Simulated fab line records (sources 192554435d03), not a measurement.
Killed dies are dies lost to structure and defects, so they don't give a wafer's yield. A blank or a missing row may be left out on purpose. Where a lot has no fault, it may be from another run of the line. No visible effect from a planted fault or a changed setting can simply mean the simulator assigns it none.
fab line records ; flow n5-finfet
record lots=7; wafers=21
route steps=1938 shown SD_EPI_P@300 SDB@373 GATE_CUT@480 MOL_CONTACT_COAG@570
start-h: start of the lot's first displayed wafer, in hours after the record's first day ; wait-h: hours from the lot's prior step to this one ; " as in the row above ; L1.1+2: one row covering several wafers at once ; - value missing, or start not given ; * or withheld: withheld ; < > ~ a bound
route shown NAME@n: names a module that has steps shown in the file, with the first one's number in the route ; usual: mean and standard deviation over wafers with no fault ; same: alike in all rows ; chamber/n: place in a boat ; sites: per-site readings ; _std_site: their standard deviation ; _edge_site: outer sites' mean less inner sites' ; radius-mm: for every site, how far away it sits from the centre of the wafer ; mask NAME#n: copy n ; behind: the most recent tool/chamber to have shaped the wafer ; hold: why the lot went on hold/how many hours it stayed there/how the hold came to an end ; device: names the non-switching transistor (n, p or np) ; end of line: the tests these same wafers got at the end of their route ; where a step has no rows: the recipe by itself ; killed: dies lost to structure and defects at the first sort, not the wafer's yield ; map: shows each die of a wafer: x if killed, . if not, _ if none is there
set.NAME: the setting that was run; set.NAME@STEP: the one run at that earlier step ; model.NAME: the simulator's own value behind a step, which no gauge read
lots where settings were altered on purpose, with a table for each step and a row for each wafer
## steps
# step N5_SD_EPI_P_EXPOSE_06
# recipe mask-id=SD_P_BLK; na=1.35; source-shape=conventional; sigma-outer=0.8; polarization=unpolarized; target-cd-nm=240; dose-mj=39.5
lot.wafer;tool;chamber;start-h;wait-h;mask;set.dose-mj
L074.1+3;arfi-scanner-01;0;55.05;-;SD_P_BLK#0;39.5
L074.5;arfi-scanner-01;0;55.05;-;SD_P_BLK#0;38.64
L075.3;arfi-scanner-01;0;59.42;-;SD_P_BLK#0;38.68
L075.4+5;arfi-scanner-01;0;59.42;-;SD_P_BLK#0;39.5
L082.2+3+4;arfi-scanner-02;0;101.38;-;SD_P_BLK#0;39.5
L087.1;arfi-scanner-01;0;132.95;-;SD_P_BLK#0;39.5
L087.4+5;arfi-scanner-01;0;132.95;-;SD_P_BLK#0;37
L090.2+4;arfi-scanner-01;0;150.04;-;SD_P_BLK#0;41.55
L090.3;arfi-scanner-01;0;150.04;-;SD_P_BLK#0;39.5
L094.3+4+5;arfi-scanner-03;0;173.55;-;SD_P_BLK#0;39.5
L097.1+4;arfi-scanner-02;0;194.52;-;SD_P_BLK#0;41.33
L097.2;arfi-scanner-02;0;194.52;-;SD_P_BLK#0;39.5
# step N5_SD_EPI_P_PEB_07
# recipe peb-temp-c=110; peb-time-s=60; resist=CAR-ArF-block
# step N5_SD_EPI_P_DEVELOP_08
# recipe develop-time-s=30; developer=TMAH; resist=CAR-ArF-block; dev-temp-c=23; rinse-liquid=diw; dry=air-spin
# step N5_SD_EPI_P_CD_MEAS_09
# recipe target-cd-nm=240; landing-energy-ev=500; detector=se-inlens
# usual cd-nm=240.1/0.78
lot.wafer;tool;chamber;start-h;wait-h;set.dose-mj@SD_EPI_P_EXPOSE_06;cd-nm
L074.1;cd-sem-03;0;55.17;-;39.5;240.5
L074.3;cd-sem-03;0;55.17;-;39.5;240.3
L074.5;cd-sem-03;0;55.17;-;38.64;239.4
L075.3;cd-sem-02;0;59.53;-;38.68;239.4
L075.4;cd-sem-02;0;59.53;-;39.5;240.6
L075.5;cd-sem-02;0;59.53;-;39.5;240.4
L082.2;cd-sem-01;0;101.50;-;39.5;239.4
L082.3;cd-sem-01;0;101.50;-;39.5;240.4
L082.4;cd-sem-01;0;101.50;-;39.5;241.1
L087.1;cd-sem-03;0;133.08;-;39.5;241.3
L087.4;cd-sem-03;0;133.08;-;37;236.4
L087.5;cd-sem-03;0;133.08;-;37;235.3
L090.2;cd-sem-01;0;150.16;-;41.55;244.4
L090.3;cd-sem-01;0;150.16;-;39.5;241.0
L090.4;cd-sem-01;0;150.16;-;41.55;244.0
L094.3;cd-sem-02;0;173.67;-;39.5;239.2
L094.4;cd-sem-02;0;173.67;-;39.5;238.8
L094.5;cd-sem-02;0;173.67;-;39.5;239.8
L097.1;cd-sem-01;0;194.65;-;41.33;243.5
L097.2;cd-sem-01;0;194.65;-;39.5;239.2
L097.4;cd-sem-01;0;194.65;-;41.33;243.4
# step N5_SD_EPI_P_DESCUM_14
# recipe chemistry=O2; time-s=7.9; source-power-w=50; bias-power-w=20; pressure-mtorr=20; rf-frequency-hz=2.712e+07; temp-c=40; resist=CAR-ArF-block; o2-flow-sccm=225
lot.wafer;tool;chamber;start-h;wait-h;set.dose-mj@SD_EPI_P_EXPOSE_06;model.SD_EPI_P.cd-nm
L074.1;rie-diel-03;1;55.26;0.0;39.5;240.4
L074.3;rie-diel-03;0;55.26;0.0;39.5;240.2
L074.5;rie-diel-03;1;55.26;0.0;38.64;239.2
L075.3;rie-diel-04;2;59.93;0.3;38.68;239.2
L075.4;rie-diel-04;1;59.93;0.3;39.5;240.2
L075.5;rie-diel-04;2;59.93;0.3;39.5;240.6
L082.2;rie-diel-06;3;101.59;0.0;39.5;239.4
L082.3;rie-diel-06;1;101.59;0.0;39.5;240.2
L082.4;rie-diel-06;0;101.59;0.0;39.5;240.6
L087.1;rie-diel-03;1;133.16;0.0;39.5;241.4
L087.4;rie-diel-03;1;133.16;0.0;37;236
L087.5;rie-diel-03;0;133.16;0.0;37;235.6
L090.2;rie-diel-03;3;150.25;0.0;41.55;244.4
L090.3;rie-diel-03;1;150.25;0.0;39.5;241.4
L090.4;rie-diel-03;1;150.25;0.0;41.55;244
L094.3;rie-diel-03;1;173.75;0.0;39.5;238.8
L094.4;rie-diel-03;2;173.75;0.0;39.5;238.6
L094.5;rie-diel-03;1;173.75;0.0;39.5;240
L097.1;rie-diel-06;1;194.89;0.2;41.33;243.6
L097.2;rie-diel-06;0;194.89;0.2;39.5;-
L097.4;rie-diel-06;3;194.89;0.2;41.33;243.8
# step N5_SD_EPI_P_ETCH_36
# recipe chemistry=CF4; target=SiARC; target-depth-a=455; mask-material=CAR-ArF-block; time-s=75.8; ion-energy-ev=80; pressure-mtorr=40; source-w=545; bias-w=36; Ar_flow_sccm=100; cf4-flow-sccm=100; ends=cleared
lot.wafer;tool;chamber;start-h;wait-h;set.dose-mj@SD_EPI_P_EXPOSE_06;model.SD_EPI_P.cd-nm
L074.1;rie-diel-03;1;55.30;0.0;39.5;240.8
L074.3;rie-diel-03;0;55.30;0.0;39.5;239.6
L074.5;rie-diel-03;1;55.30;0.0;38.64;239.4
L075.3;rie-diel-04;2;59.97;0.0;38.68;239.4
L075.4;rie-diel-04;1;59.97;0.0;39.5;240.2
L075.5;rie-diel-04;2;59.97;0.0;39.5;240.6
L082.2;rie-diel-06;3;101.62;0.0;39.5;239.8
L082.3;rie-diel-06;1;101.62;0.0;39.5;240.4
L082.4;rie-diel-06;0;101.62;0.0;39.5;240.8
L087.1;rie-diel-03;1;133.20;0.0;39.5;241.8
L087.4;rie-diel-03;1;133.20;0.0;37;236.2
L087.5;rie-diel-03;0;133.20;0.0;37;235.4
L090.2;rie-diel-03;3;150.28;0.0;41.55;244.4
L090.3;rie-diel-03;1;150.28;0.0;39.5;241.6
L090.4;rie-diel-03;1;150.28;0.0;41.55;244.2
L094.3;rie-diel-03;1;173.79;0.0;39.5;239
L094.4;rie-diel-03;2;173.79;0.0;39.5;238.6
L094.5;rie-diel-03;1;173.79;0.0;39.5;240.2
L097.1;rie-diel-06;1;194.92;0.0;41.33;243.8
L097.2;rie-diel-06;0;194.92;0.0;39.5;239.6
L097.4;rie-diel-06;3;194.92;0.0;41.33;244
# step N5_SD_EPI_P_ETCH_37
# recipe chemistry=N2/H2; target=SOC; overetch-a=1080; mask-material=SiARC; temp-c=40; ion-energy-ev=100; source-w=3000; bias-w=133; pressure-mtorr=20; time-s=486; n2-flow-sccm=200; h2-flow-sccm=200; ends=end-point
lot.wafer;tool;chamber;start-h;wait-h;set.dose-mj@SD_EPI_P_EXPOSE_06;model.SD_EPI_P.cd-nm
L074.1;rie-diel-03;1;55.35;0.0;39.5;237.8
L074.3;rie-diel-03;0;55.35;0.0;39.5;239.6
L074.5;rie-diel-03;1;55.35;0.0;38.64;238.2
L075.3;rie-diel-04;2;60.02;0.0;38.68;240
L075.4;rie-diel-04;1;60.02;0.0;39.5;240.8
L075.5;rie-diel-04;2;60.02;0.0;39.5;241.4
L082.2;rie-diel-06;3;101.68;0.0;39.5;239.6
L082.3;rie-diel-06;1;101.68;0.0;39.5;240.6
L082.4;rie-diel-06;0;101.68;0.0;39.5;240.4
L087.1;rie-diel-03;1;133.26;0.0;39.5;240.4
L087.4;rie-diel-03;1;133.26;0.0;37;234.4
L087.5;rie-diel-03;0;133.26;0.0;37;234.6
L090.2;rie-diel-03;3;150.34;0.0;41.55;244
L090.3;rie-diel-03;1;150.34;0.0;39.5;241.2
L090.4;rie-diel-03;1;150.34;0.0;41.55;243.2
L094.3;rie-diel-03;1;173.85;0.0;39.5;238.6
L094.4;rie-diel-03;2;173.85;0.0;39.5;238.4
L094.5;rie-diel-03;1;173.85;0.0;39.5;240.2
L097.1;rie-diel-06;1;194.98;0.0;41.33;244.8
L097.2;rie-diel-06;0;194.98;0.0;39.5;239.8
L097.4;rie-diel-06;3;194.98;0.0;41.33;242.6
# step N5_SD_EPI_P_STRIP_38
# recipe chemistry=N2/H2; temp-c=40; n2-flow-sccm=200; h2-flow-sccm=200; rf-frequency-hz=6e+07
# step N5_SD_EPI_P_ETCHBACK_46
# recipe chemistry=CH3F/O2; mode=anisotropic-etchback; target=SiNx; target-depth-a=175; stop-on=SiO2; over-etch-frac=0.3; ion-energy-ev=120; pressure-mtorr=30; source-w=395; bias-w=73; Ar_flow_sccm=150; CH3F_flow_sccm=30; O2_flow_sccm=20
lot.wafer;tool;chamber;start-h;wait-h;set.dose-mj@SD_EPI_P_EXPOSE_06;model.SD_EPI_P.cd-nm
L074.1;rie-diel-03;1;55.68;0.0;39.5;237.8
L074.3;rie-diel-03;0;55.68;0.0;39.5;239.6
L074.5;rie-diel-03;1;55.68;0.0;38.64;238.2
L075.3;rie-diel-04;2;60.35;0.0;38.68;240
L075.4;rie-diel-04;1;60.35;0.0;39.5;240.8
L075.5;rie-diel-04;2;60.35;0.0;39.5;241.4
L082.2;rie-diel-06;3;102.00;0.0;39.5;239.6
L082.3;rie-diel-06;1;102.00;0.0;39.5;240.8
L082.4;rie-diel-06;0;102.00;0.0;39.5;240.4
L087.1;rie-diel-03;1;133.58;0.0;39.5;240.4
L087.4;rie-diel-03;1;133.58;0.0;37;234.2
L087.5;rie-diel-03;0;133.58;0.0;37;234.6
L090.2;rie-diel-03;3;150.66;0.0;41.55;244
L090.3;rie-diel-03;1;150.66;0.0;39.5;241
L090.4;rie-diel-03;1;150.66;0.0;41.55;243.2
L094.3;rie-diel-03;1;174.17;0.0;39.5;238.6
L094.4;rie-diel-03;2;174.17;0.0;39.5;238.4
L094.5;rie-diel-03;1;174.17;0.0;39.5;240
L097.1;rie-diel-06;1;195.31;0.0;41.33;244.8
L097.2;rie-diel-06;0;195.31;0.0;39.5;239.6
L097.4;rie-diel-06;3;195.31;0.0;41.33;242.6
# step N5_SD_EPI_P_ETCH_47
# recipe chemistry=CH3F/O2; target=SiOCN; target-depth-a=250; mask-material=SOC; ion-energy-ev=60; bias-w=29; pressure-mtorr=30; source-w=410; Ar_flow_sccm=150; CH3F_flow_sccm=30; O2_flow_sccm=20
lot.wafer;tool;chamber;start-h;wait-h;set.dose-mj@SD_EPI_P_EXPOSE_06;model.SD_EPI_P.cd-nm
L074.1;rie-diel-03;1;55.78;0.1;39.5;237.6
L074.3;rie-diel-03;0;55.78;0.1;39.5;239.4
L074.5;rie-diel-03;1;55.78;0.1;38.64;238.2
L075.3;rie-diel-04;2;60.45;0.1;38.68;240
L075.4;rie-diel-04;1;60.45;0.1;39.5;241
L075.5;rie-diel-04;2;60.45;0.1;39.5;241.6
L082.2;rie-diel-06;3;102.10;0.1;39.5;239.6
L082.3+4;rie-diel-06;1,0;102.10;0.1;39.5;240.6
L087.1;rie-diel-03;1;133.68;0.1;39.5;240.4
L087.4;rie-diel-03;1;133.68;0.1;37;234.2
L087.5;rie-diel-03;0;133.68;0.1;37;234.6
L090.2;rie-diel-03;3;150.76;0.1;41.55;244.2
L090.3;rie-diel-03;1;150.76;0.1;39.5;241
L090.4;rie-diel-03;1;150.76;0.1;41.55;243.2
L094.3;rie-diel-03;1;174.27;0.1;39.5;238.6
L094.4;rie-diel-03;2;174.27;0.1;39.5;238.4
L094.5;rie-diel-03;1;174.27;0.1;39.5;240
L097.1;rie-diel-06;1;195.41;0.1;41.33;244.6
L097.2;rie-diel-06;0;195.41;0.1;39.5;239.6
L097.4;rie-diel-06;3;195.41;0.1;41.33;242.4
# step N5_SD_EPI_P_ETCH_16
# recipe chemistry=CHF3/O2; target=SiO2; target-depth-a=50; mask-material=SOC; pressure-mtorr=30; source-w=650; bias-w=170; Ar_flow_sccm=200; CHF3_flow_sccm=50; O2_flow_sccm=5; ion-energy-ev=200
lot.wafer;tool;chamber;start-h;wait-h;set.dose-mj@SD_EPI_P_EXPOSE_06;model.SD_EPI_P.cd-nm
L074.1;rie-diel-03;1;55.88;0.1;39.5;237.6
L074.3;rie-diel-03;0;55.88;0.1;39.5;239.4
L074.5;rie-diel-03;1;55.88;0.1;38.64;238.2
L075.3;rie-diel-04;2;60.55;0.1;38.68;240
L075.4;rie-diel-04;1;60.55;0.1;39.5;241
L075.5;rie-diel-04;2;60.55;0.1;39.5;241.6
L082.2;rie-diel-06;3;102.20;0.1;39.5;239.6
L082.3;rie-diel-06;1;102.20;0.1;39.5;240.8
L082.4;rie-diel-06;0;102.20;0.1;39.5;240.6
L087.1;rie-diel-03;1;133.78;0.1;39.5;240.4
L087.4;rie-diel-03;1;133.78;0.1;37;234.2
L087.5;rie-diel-03;0;133.78;0.1;37;234.6
L090.2;rie-diel-03;3;150.86;0.1;41.55;244
L090.3;rie-diel-03;1;150.86;0.1;39.5;241
L090.4;rie-diel-03;1;150.86;0.1;41.55;243
L094.3;rie-diel-03;1;174.37;0.1;39.5;238.6
L094.4;rie-diel-03;2;174.37;0.1;39.5;238.4
L094.5;rie-diel-03;1;174.37;0.1;39.5;240
L097.1;rie-diel-06;1;195.51;0.1;41.33;244.8
L097.2;rie-diel-06;0;195.51;0.1;39.5;239.8
L097.4;rie-diel-06;3;195.51;0.1;41.33;242.6
# step N5_SD_EPI_P_STRIP_50
# recipe chemistry=CHF3/O2; resist=SiARC; rf-frequency-hz=6e+07
# step N5_SD_EPI_P_SD_RECESS_17
# recipe chemistry=HBr/Cl2/O2; target-depth-a=391; bt-time-s=3; pressure-mtorr=10; icp-w=800; bias-w=112; HBr_flow_sccm=150; Cl2_flow_sccm=80; O2_flow_sccm=12
lot.wafer;tool;chamber;start-h;wait-h;set.dose-mj@SD_EPI_P_EXPOSE_06;model.SD_EPI_P.cd-nm
L074.1;rie-si-05;1;55.95;0.0;39.5;237.8
L074.3;rie-si-05;3;55.95;0.0;39.5;239.4
L074.5;rie-si-05;0;55.95;0.0;38.64;238.2
L075.3;rie-si-02;2;60.62;0.0;38.68;240
L075.4;rie-si-02;1;60.62;0.0;39.5;241.2
L075.5;rie-si-02;0;60.62;0.0;39.5;241.6
L082.2;rie-si-04;2;102.27;0.0;39.5;239.6
L082.3;rie-si-04;0;102.27;0.0;39.5;240.8
L082.4;rie-si-04;1;102.27;0.0;39.5;240.4
L087.1;rie-si-02;2;133.85;0.0;39.5;240.4
L087.4;rie-si-02;0;133.85;0.0;37;234.2
L087.5;rie-si-02;3;133.85;0.0;37;234.6
L090.2;rie-si-04;3;150.93;0.0;41.55;244
L090.3;rie-si-04;1;150.93;0.0;39.5;240.8
L090.4;rie-si-04;2;150.93;0.0;41.55;243
L094.3;rie-si-05;2;174.44;0.0;39.5;238.6
L094.4;rie-si-05;1;174.44;0.0;39.5;238.4
L094.5;rie-si-05;2;174.44;0.0;39.5;240
L097.1;rie-si-04;0;195.58;0.0;41.33;244.8
L097.2;rie-si-04;2;195.58;0.0;39.5;239.6
L097.4;rie-si-04;1;195.58;0.0;41.33;242.6
# step N5_SDB_ALD_29
# recipe material=SiNx; target-thk-a=300; temp-c=400; ald-precursor-family=SiH2I2; ald-co-reactant=N2/H2-plasma; pulse-time-s=1; ald-cycles=600; purge-time-s=2; co-reactant-purge-time-s=2; pressure-torr=2
lot.wafer;tool;chamber;start-h;wait-h;set.ald-cycles;model.SiNx_of_SDB_ALD_29.thk-nm
L074.1+3+5;ald-sin-03;1,3,3;69.21;0.0;600;30
L075.3;ald-sin-01;0;72.98;0.0;600;29.8
L075.4;ald-sin-01;3;72.98;0.0;504;25
L075.5;ald-sin-01;1;74.34;1.4;600;30
L082.2;ald-sin-03;3;114.89;0.0;600;30
L082.3;ald-sin-03;0;114.89;0.0;600;30.2
L082.4;ald-sin-03;1;114.89;0.0;630;31.6
L087.1;ald-sin-01;3;146.05;0.0;600;30
L087.4;ald-sin-01;1;146.05;0.0;695;35
L087.5;ald-sin-01;0;147.41;1.4;695;34.8
L090.2;ald-sin-03;2;163.42;0.0;550;27.4
L090.3;ald-sin-03;3;163.42;0.0;600;29.8
L090.4;ald-sin-03;1;163.42;0.0;600;30
L094.3+4+5;ald-sin-01;0,3,0;186.44;0.0;600;30
L097.1;ald-sin-02;1;207.41;0.0;653;32.8
L097.2;ald-sin-02;3;207.41;0.0;600;30
L097.4;ald-sin-02;0;207.41;0.0;600;30.2
# step N5_SDB_CMP_30
# recipe stop-on=poly-Si; t-overpolish-s=1.54; post-cmp-clean=alkaline-brush; down-force-psi=4.1491; platen-rpm=51.796; pad-velocity-m-s=1.0306; target-thk-nm=30
lot.wafer;tool;chamber;start-h;wait-h;set.ald-cycles@SDB_ALD_29;model.SiNx_of_SDB_ALD_29.thk-nm
L074.1+3+5;cmp-02;1,2,2;71.95;1.4;600;30
L075.3;cmp-04;2;75.72;1.4;600;29.8
L075.4;cmp-04;3;75.72;1.4;504;25
L075.5;cmp-04;3;75.72;1.4;600;30
L082.3;cmp-04;1;117.63;1.4;600;30.2
L082.4;cmp-04;2;117.63;1.4;630;29
L082.2;cmp-04;3;117.63;1.4;600;30
L087.4;cmp-04;1;148.79;1.4;695;29.8
L087.1;cmp-04;2;148.79;1.4;600;30
L087.5;cmp-04;2;148.79;1.4;695;29.2
L090.2;cmp-03;1;166.18;1.4;550;27.4
L090.4;cmp-03;3;166.18;1.4;600;30
L090.3;cmp-03;0;166.18;1.4;600;29.8
L094.3+4+5;cmp-04;3,0,3;189.21;1.4;600;30
L097.1;cmp-02;0;210.14;1.4;653;31
L097.2;cmp-02;2;210.14;1.4;600;30
L097.4;cmp-02;3;210.14;1.4;600;30.2
# step N5_GATE_CUT_COAT_27
# recipe resist=underlayer; temp-c=205; time-s=60; spin-rpm=1500; resist-thk-nm=10
lot.wafer;tool;chamber;start-h;wait-h;set.spin-rpm
L074.1;litho-track-01;0;-;-;1500
L074.3+5;litho-track-01;0;-;-;1457
L075.3+4+5;litho-track-04;0;-;-;1500
L082.2+3+4;litho-track-01;0;-;-;1500
L087.1+4+5;litho-track-05;0;-;-;1500
L090.2+3;litho-track-01;0;-;-;1500
L090.4;litho-track-01;0;-;-;1350
L094.3+4+5;litho-track-01;0;-;-;1500
L097.1+2+4;litho-track-01;0;-;-;1500
# step N5_GATE_CUT_COAT_07
# recipe resist=CAR-EUV; spin-rpm=1500; resist-thk-nm=30
# step N5_GATE_CUT_EBR_09
# recipe solvent=PGMEA; ebr-width-mm=1.5
# step N5_GATE_CUT_DESCUM_18
# recipe chemistry=O2; time-s=7; source-power-w=50; bias-power-w=20; pressure-mtorr=20; rf-frequency-hz=2.712e+07; temp-c=40; resist=CAR-EUV; o2-flow-sccm=225
# step N5_GATE_CUT_ETCH_28
# recipe chemistry=N2/H2; target=underlayer; target-depth-a=130; mask-material=CAR-EUV; time-s=10.4; ion-energy-ev=200; pressure-mtorr=30; source-w=840; bias-w=150; n2-flow-sccm=200; h2-flow-sccm=200; ends=cleared
lot.wafer;tool;chamber;start-h;wait-h;set.spin-rpm@GATE_CUT_COAT_27;model.etch.depth-nm
L074.1;rie-diel-03;1;86.06;0.0;1500;10.04
L074.3;rie-diel-03;2;86.06;0.0;1457;10.19
L074.5;rie-diel-03;3;86.06;0.0;1457;10.18
L075.3;rie-diel-03;0;89.44;0.0;1500;9.979
L075.4;rie-diel-03;3;89.44;0.0;1500;9.993
L075.5;rie-diel-03;1;89.44;0.0;1500;9.973
L082.2;rie-diel-06;3;131.70;0.0;1500;10.06
L082.3+4;rie-diel-06;2,0;131.70;0.0;1500;10.02
L087.1;rie-diel-03;3;163.83;0.0;1500;10.02
L087.4;rie-diel-03;0;163.83;0.0;1500;10
L087.5;rie-diel-03;1;163.83;0.0;1500;9.991
L090.2;rie-diel-03;2;179.86;0.0;1500;9.996
L090.3;rie-diel-03;1;179.86;0.0;1500;9.974
L090.4;rie-diel-03;2;179.86;0.0;1350;10.56
L094.3;rie-diel-06;0;203.22;0.0;1500;9.964
L094.4;rie-diel-06;3;203.22;0.0;1500;9.982
L094.5;rie-diel-06;3;203.22;0.0;1500;9.969
L097.1;rie-diel-04;2;223.93;0.0;1500;10.03
L097.2;rie-diel-04;0;223.93;0.0;1500;10.06
L097.4;rie-diel-04;1;223.93;0.0;1500;10.07
# step N5_MOL_CONTACT_COAG_EXPOSE_81
# recipe mask-id=VG; na=0.33; source-shape=annular; sigma-inner=0.3; sigma-outer=0.7; polarization=unpolarized; defocus-nm=0; dose-mj=59.5
lot.wafer;tool;chamber;start-h;wait-h;mask;set.dose-mj
L074.1+3+5;euv-scanner-02;0;100.58;-;VG#0;59.5
L075.3;euv-scanner-02;0;102.87;-;VG#0;60.9
L075.4+5;euv-scanner-02;0;102.87;-;VG#0;59.5
L082.2+3+4;euv-scanner-02;0;144.47;-;VG#0;59.5
L087.1+4;euv-scanner-02;0;176.37;-;VG#0;57.73
L087.5;euv-scanner-02;0;176.37;-;VG#0;59.5
L090.2;euv-scanner-02;0;195.44;-;VG#0;59.5
L090.3+4;euv-scanner-02;0;195.44;-;VG#0;61.77
L094.3+4+5;euv-scanner-02;0;218.08;-;VG#0;59.5
L097.1;euv-scanner-02;0;238.70;-;VG#0;59.5
L097.2+4;euv-scanner-02;0;238.70;-;VG#0;61.36
# step N5_MOL_CONTACT_COAG_PEB_82
# recipe peb-temp-c=100; peb-time-s=60; resist=CAR-EUV
# step N5_MOL_CONTACT_COAG_DEVELOP_83
# recipe develop-time-s=30; developer=TMAH; resist=CAR-EUV; rinse-liquid=surfactant-rinse; dry=air-spin; dev-temp-c=23
# step N5_MOL_CONTACT_COAG_CD_MEAS_84
# recipe target-cd-nm=25.1; landing-energy-ev=500; detector=se-inlens; polarity=opening
# usual cd-nm=25.11/0.26
lot.wafer;tool;chamber;start-h;wait-h;set.dose-mj@MOL_CONTACT_COAG_EXPOSE_81;cd-nm
L074.1;cd-sem-01;0;100.72;-;59.5;25.40
L074.3;cd-sem-01;0;100.72;-;59.5;25.16
L074.5;cd-sem-01;0;100.72;-;59.5;24.75
L075.3;cd-sem-01;0;103.00;-;60.9;25.94
L075.4;cd-sem-01;0;103.00;-;59.5;24.90
L075.5;cd-sem-01;0;103.00;-;59.5;25.16
L082.2;cd-sem-02;0;144.61;-;59.5;25.09
L082.3;cd-sem-02;0;144.61;-;59.5;25.30
L082.4;cd-sem-02;0;144.61;-;59.5;25.32
L087.1;cd-sem-03;0;176.51;-;57.73;24.45
L087.4;cd-sem-03;0;176.51;-;57.73;24.62
L087.5;cd-sem-03;0;176.51;-;59.5;25.18
L090.2;cd-sem-01;0;195.57;-;59.5;24.44
L090.3;cd-sem-01;0;195.57;-;61.77;25.85
L090.4;cd-sem-01;0;195.57;-;61.77;25.84
L094.3;cd-sem-01;0;218.20;-;59.5;24.97
L094.4;cd-sem-01;0;218.20;-;59.5;24.89
L094.5;cd-sem-01;0;218.20;-;59.5;25.09
L097.1;cd-sem-01;0;238.85;-;59.5;24.87
L097.2;cd-sem-01;0;238.85;-;61.36;26.20
L097.4;cd-sem-01;0;238.85;-;61.36;25.86
# step N5_MOL_CONTACT_COAG_ETCH_91
# recipe chemistry=N2/H2; target=SOC; target-depth-a=600; overetch-a=210; mask-material=SiARC; temp-c=40; time-s=101.2; ion-energy-ev=200; pressure-mtorr=30; source-w=840; bias-w=150; n2-flow-sccm=200; h2-flow-sccm=200
# usual rf-vpp-V=525.4/2.7
lot.wafer;tool;chamber;start-h;wait-h;set.source-w;rf-vpp-V
L074.1;rie-diel-02;2;101.47;0.0;840;523.8
L074.3;rie-diel-02;3;101.47;0.0;712.6;557.5
L074.5;rie-diel-02;0;101.47;0.0;712.6;556.2
L075.3;rie-diel-02;3;103.57;0.0;840;528.4
L075.4;rie-diel-02;3;103.57;0.0;840;530.0
L075.5;rie-diel-02;0;103.57;0.0;788.8;537.5
L082.2;rie-diel-02;1;145.10;0.0;708.8;560.0
L082.3;rie-diel-02;3;145.10;0.0;840;529.8
L082.4;rie-diel-02;2;145.10;0.0;840;526.3
L087.1;rie-diel-02;3;177.02;0.0;840;527.3
L087.4;rie-diel-02;2;177.02;0.0;920.3;508.4
L087.5;rie-diel-02;3;177.02;0.0;920.3;512.8
L090.2;rie-diel-01;2;196.45;0.0;840;521.5
L090.3;rie-diel-01;0;196.45;0.0;908.3;508.6
L090.4;rie-diel-01;3;196.45;0.0;840;522.1
L094.3;rie-diel-01;1;218.70;0.0;840;526.7
L094.4;rie-diel-01;2;218.70;0.0;840;520.1
L094.5;rie-diel-01;0;218.70;0.0;840;524.7
L097.1;rie-diel-05;0;239.38;0.0;713.8;554.5
L097.2;rie-diel-05;2;239.38;0.0;713.8;555.9
L097.4;rie-diel-05;2;239.38;0.0;840;526.9
## key
split step=N5_SD_EPI_P_EXPOSE_06; setting=dose-mj; stated=39.5; by=wafer
response step=N5_SD_EPI_P_CD_MEAS_09; reading=cd-nm; change=+0.77; per=1%; r=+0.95
response step=N5_SD_EPI_P_DESCUM_14; reading=model.SD_EPI_P.cd-nm; change=+0.721; per=1%; r=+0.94
response step=N5_SD_EPI_P_ETCH_36; reading=model.SD_EPI_P.cd-nm; change=+0.777; per=1%; r=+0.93
response step=N5_SD_EPI_P_ETCH_37; reading=model.SD_EPI_P.cd-nm; change=+0.731; per=1%; r=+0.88
response step=N5_SD_EPI_P_ETCHBACK_46; reading=model.SD_EPI_P.cd-nm; change=+0.757; per=1%; r=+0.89
response step=N5_SD_EPI_P_ETCH_47; reading=model.SD_EPI_P.cd-nm; change=+0.753; per=1%; r=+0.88
response step=N5_SD_EPI_P_ETCH_16; reading=model.SD_EPI_P.cd-nm; change=+0.742; per=1%; r=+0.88
response step=N5_SD_EPI_P_SD_RECESS_17; reading=model.SD_EPI_P.cd-nm; change=+0.767; per=1%; r=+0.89
split step=N5_SDB_ALD_29; setting=ald-cycles; stated=600; by=wafer
response step=N5_SDB_ALD_29; reading=model.SiNx_of_SDB_ALD_29.thk-nm; change=+0.307; per=1%; r=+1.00
response step=N5_SDB_CMP_30; reading=model.SiNx_of_SDB_ALD_29.thk-nm; shape=bent; at-lowest=25; at-stated=30; at-highest=29.5
split step=N5_GATE_CUT_COAT_27; setting=spin-rpm; stated=1500; by=wafer
response step=N5_GATE_CUT_ETCH_28; reading=model.etch.depth-nm; change=-0.057; per=1%; r=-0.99
split step=N5_MOL_CONTACT_COAG_EXPOSE_81; setting=dose-mj; stated=59.5; by=wafer
response step=N5_MOL_CONTACT_COAG_CD_MEAS_84; reading=cd-nm; change=+0.337; per=1%; r=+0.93
split step=N5_MOL_CONTACT_COAG_ETCH_91; setting=source-w; stated=840; by=wafer
response step=N5_MOL_CONTACT_COAG_ETCH_91; reading=rf-vpp-V; change=-1.95; per=1%; r=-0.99
